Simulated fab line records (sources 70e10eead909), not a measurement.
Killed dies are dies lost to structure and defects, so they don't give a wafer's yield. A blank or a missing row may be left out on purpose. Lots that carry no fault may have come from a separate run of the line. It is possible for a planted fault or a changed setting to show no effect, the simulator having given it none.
Matching of chambers || flow nand_harc || rie_diel-02 running NHARC_P_CONTACT_DESCUM_17: 4 sister chambers
The step chemistry O2, time 3 s. 16 wafers are shown with their chamber, then 8 later ones without.

## EACH WAFER AND ITS CHAMBER
{"wafer": "L074.1", "chamber": 1, "throttle_valve_pct (%)": 11.316, "oes_product_au (a.u.)": 1.001, "rf_vpp_V (V)": 58.1}
{"wafer": "L074.3", "chamber": 0, "throttle_valve_pct (%)": 11.306, "oes_product_au (a.u.)": 0.998, "rf_vpp_V (V)": 58.1}
{"wafer": "L074.4", "chamber": 2, "throttle_valve_pct (%)": 11.310, "oes_product_au (a.u.)": 1.006, "rf_vpp_V (V)": 58.3}
{"wafer": "L080.1", "chamber": 2, "throttle_valve_pct (%)": 11.323, "oes_product_au (a.u.)": 0.997, "rf_vpp_V (V)": 59.0}
{"wafer": "L080.3", "chamber": 1, "throttle_valve_pct (%)": 11.315, "oes_product_au (a.u.)": 1.008, "rf_vpp_V (V)": 58.1}
{"wafer": "L080.6", "chamber": 2, "throttle_valve_pct (%)": 11.309, "oes_product_au (a.u.)": 0.997, "rf_vpp_V (V)": 58.7}
{"wafer": "L082.1", "chamber": 2, "throttle_valve_pct (%)": 11.307, "oes_product_au (a.u.)": 1.002, "rf_vpp_V (V)": 59.8}
{"wafer": "L082.2", "chamber": 0, "throttle_valve_pct (%)": 11.303, "oes_product_au (a.u.)": 0.997, "rf_vpp_V (V)": 56.7}
{"wafer": "L082.6", "chamber": 1, "throttle_valve_pct (%)": 11.311, "oes_product_au (a.u.)": 1.001, "rf_vpp_V (V)": 58.6}
{"wafer": "L083.1", "chamber": 3, "throttle_valve_pct (%)": 11.293, "oes_product_au (a.u.)": 0.983, "rf_vpp_V (V)": 57.8}
{"wafer": "L083.3", "chamber": 2, "throttle_valve_pct (%)": 11.321, "oes_product_au (a.u.)": 0.997, "rf_vpp_V (V)": 58.7}
{"wafer": "L083.5", "chamber": 0, "throttle_valve_pct (%)": 11.305, "oes_product_au (a.u.)": 0.999, "rf_vpp_V (V)": 58.4}
{"wafer": "L085.1", "chamber": 1, "throttle_valve_pct (%)": 11.316, "oes_product_au (a.u.)": 1.008, "rf_vpp_V (V)": 57.5}
{"wafer": "L085.4", "chamber": 0, "throttle_valve_pct (%)": 11.310, "oes_product_au (a.u.)": 0.969, "rf_vpp_V (V)": 55.3}
{"wafer": "L085.6", "chamber": 1, "throttle_valve_pct (%)": 11.312, "oes_product_au (a.u.)": 1.004, "rf_vpp_V (V)": 59.1}
{"wafer": "L088.3", "chamber": 0, "throttle_valve_pct (%)": 11.324, "oes_product_au (a.u.)": 0.977, "rf_vpp_V (V)": 56.8}

SIGNATURES, as means of the wafers listed above
{"reading": "throttle_valve_pct", "chamber 0": 11.30960, "chamber 1": 11.31400, "chamber 2": 11.31400, "chamber 3": 11.29300, "scatter within a chamber": 0.00663}
{"reading": "oes_product_au", "chamber 0": 0.98800, "chamber 1": 1.00440, "chamber 2": 0.99980, "chamber 3": 0.98300, "scatter within a chamber": 0.00866}
{"reading": "rf_vpp_V", "chamber 0": 57.060, "chamber 1": 58.280, "chamber 2": 58.900, "chamber 3": 57.800, "scatter within a chamber": 0.86}
Rule: distance of a wafer from a chamber = root of the sum over the readings of ((wafer's reading minus chamber's mean) / reading's scatter) squared. The wafer belongs to the nearest chamber; if the next one is less than 2 further off, it can't be placed. The scatter: take each reading less its chamber's mean, square it, sum over the shown wafers, divide by the number of wafers less the number of chambers, and take the root.

## WAFERS WITH NO CHAMBER GIVEN
{"wafer": "L088.4", "throttle_valve_pct (%)": 11.328, "oes_product_au (a.u.)": 0.998, "rf_vpp_V (V)": 57.1}
{"wafer": "L088.5", "throttle_valve_pct (%)": 11.320, "oes_product_au (a.u.)": 1.008, "rf_vpp_V (V)": 58.6}
{"wafer": "L090.1", "throttle_valve_pct (%)": 11.314, "oes_product_au (a.u.)": 0.983, "rf_vpp_V (V)": 55.6}
{"wafer": "L090.4", "throttle_valve_pct (%)": 11.307, "oes_product_au (a.u.)": 1.000, "rf_vpp_V (V)": 57.7}
{"wafer": "L090.5", "throttle_valve_pct (%)": 11.306, "oes_product_au (a.u.)": 0.985, "rf_vpp_V (V)": 60.0}
{"wafer": "L095.2", "throttle_valve_pct (%)": 11.311, "oes_product_au (a.u.)": 0.994, "rf_vpp_V (V)": 58.0}
{"wafer": "L095.3", "throttle_valve_pct (%)": 11.313, "oes_product_au (a.u.)": 1.004, "rf_vpp_V (V)": 58.7}
{"wafer": "L095.6", "throttle_valve_pct (%)": 11.331, "oes_product_au (a.u.)": 1.024, "rf_vpp_V (V)": 58.6}

## THE CHAMBER EACH PASSED THROUGH
{"wafer": "L088.4", "from the rows above": "can't be placed: 1 or 2 or 0", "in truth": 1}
{"wafer": "L088.5", "from the rows above": "can't be placed: 1 or 2", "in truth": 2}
{"wafer": "L090.1", "from the rows above": 0, "in truth": 0}
{"wafer": "L090.4", "from the rows above": "can't be placed: 1 or 0 or 2 or 3", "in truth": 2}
{"wafer": "L090.5", "from the rows above": "can't be placed: 2 or 3 or 1 or 0", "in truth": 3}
{"wafer": "L095.2", "from the rows above": "can't be placed: 0 or 2 or 1 or 3", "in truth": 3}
{"wafer": "L095.3", "from the rows above": "can't be placed: 1 or 2", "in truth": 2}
{"wafer": "L095.6", "from the rows above": "can't be placed: 1 or 2", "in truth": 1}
1 of 8 placed correctly. Cannot be placed on the basis of these rows: 7; the candidates contain the true chamber in 7. Wrongly placed: 0.
